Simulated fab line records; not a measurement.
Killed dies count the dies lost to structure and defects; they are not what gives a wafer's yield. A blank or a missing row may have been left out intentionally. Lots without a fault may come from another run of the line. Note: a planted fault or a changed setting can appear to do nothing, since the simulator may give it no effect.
Matching of chambers    flow nand harc    4 sister chambers for NHARC_THIN_TSV_CMP_01 on cmp-02
The step polishes. 8 wafers are shown with their chamber, then 9 later ones without.

## WAFERS PAIRED WITH THEIR CHAMBERS
wafer   chamber  motor current A (A)
L231.1  1        12.5
L231.6  1        12.5
L241.1  2        11.7
L241.3  0        11.7
L241.5  3        14.0
L237.2  3        13.5
L237.3  0        12.1
L237.4  2        12.5

## WAFERS WITHOUT THEIR CHAMBER
wafer   motor current A (A)
L246.2  12.8
L246.3  12.3
L246.4  12.1
L249.4  13.9
L249.5  12.7
L249.6  11.7
L253.3  12.3
L253.5  12.1
L253.6  12.3

## EACH ONE'S CHAMBER
wafer   from the rows above                in truth
L246.2  can't be placed: 1 or 2 or 0 or 3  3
L246.3  can't be placed: 1 or 2 or 0       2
L246.4  can't be placed: 2 or 0 or 1       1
L249.4  3                                  3
L249.5  can't be placed: 1 or 2 or 0       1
L249.6  can't be placed: 0 or 2 or 1       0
L253.3  can't be placed: 1 or 2 or 0       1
L253.5  can't be placed: 2 or 0 or 1       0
L253.6  can't be placed: 1 or 2 or 0       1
Correct placement for 1 of the 9. These rows do not allow placing 8 (true chamber among the candidates in 8). Wrongly placed: 0.
How it was worked out, from the rows above alone: a wafer's distance from a chamber is the root of the sum, over the readings, of the square of ((its reading less the chamber's mean) divided by the reading's scatter). If the next closest chamber is less than 2 further off than the closest, the wafer can't be placed; otherwise it belongs to the closest. A chamber's mean is the mean of its shown wafers. How the scatter is found: for the shown wafers, subtract from each reading the mean of its chamber, square and add these, divide the total by (wafers less chambers), then take the root.
